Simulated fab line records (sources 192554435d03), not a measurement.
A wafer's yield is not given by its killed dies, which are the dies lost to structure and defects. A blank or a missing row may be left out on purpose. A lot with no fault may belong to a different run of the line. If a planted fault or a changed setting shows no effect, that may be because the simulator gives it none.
Matching of chambers ; flow n5 finfet ; N5_BEOL_M2_CO_CAP_55 on cvd co-02: 3 sister chambers
The step material Co, precursor CCTBA/H2, target thk 2 nm, time 102.1 s. 30 wafers are shown with their chamber, then 12 later ones without.

WAFERS, EACH WITH ITS CHAMBER
wafer;chamber;heater power w (W)
L074.2;0;246
L074.4;1;257
L074.5;0;246
L076.1;0;240
L076.2;1;250
L076.3;2;254
L076.4;0;239
L076.5;2;246
L076.6;1;253
L077.2;0;246
L077.3;1;258
L077.4;2;250
L079.1;0;242
L079.2;2;253
L079.3;1;255
L079.4;2;247
L079.5;1;256
L079.6;0;244
L086.4;2;246
L086.5;0;245
L086.6;1;255
L088.2;2;251
L088.3;1;257
L088.6;0;241
L089.3;0;247
L089.4;2;255
L089.6;1;248
L090.1;0;240
L090.2;1;256
L090.3;2;248

SIGNATURES (averages over the wafers above)
reading;chamber 0;chamber 1;chamber 2;scatter within a chamber
heater power w;243.27;254.50;250.00;3.2
Rule: for each reading, subtract the chamber's mean from the wafer's reading, divide by that reading's scatter and square the result; add these up over the readings and take the root, which gives the wafer's distance from the chamber. If the next closest chamber is less than 2 further off than the closest, the wafer can't be placed; otherwise it belongs to the closest. The scatter: take each reading less its chamber's mean, square it, sum over the shown wafers, divide by the number of wafers less the number of chambers, and take the root.

WAFERS MISSING THEIR CHAMBER
wafer;heater power w (W)
L090.4;248
L090.5;244
L090.6;252
L096.4;254
L096.5;252
L096.6;239
L095.1;255
L095.3;242
L095.4;257
L097.1;252
L097.2;245
L097.5;254

WHICH CHAMBER EACH WENT THROUGH
wafer;from the rows above;in truth
L090.4;can't be placed: 2 or 0 or 1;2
L090.5;can't be placed: 0 or 2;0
L090.6;can't be placed: 2 or 1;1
L096.4;can't be placed: 1 or 2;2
L096.5;can't be placed: 2 or 1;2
L096.6;0;0
L095.1;can't be placed: 1 or 2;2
L095.3;0;0
L095.4;can't be placed: 1 or 2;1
L097.1;can't be placed: 2 or 1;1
L097.2;can't be placed: 0 or 2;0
L097.5;can't be placed: 1 or 2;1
Placed correctly: 2 of 12. Unplaceable from these rows: 10, with the true chamber sitting among the candidates in 10. 0 placed wrongly.
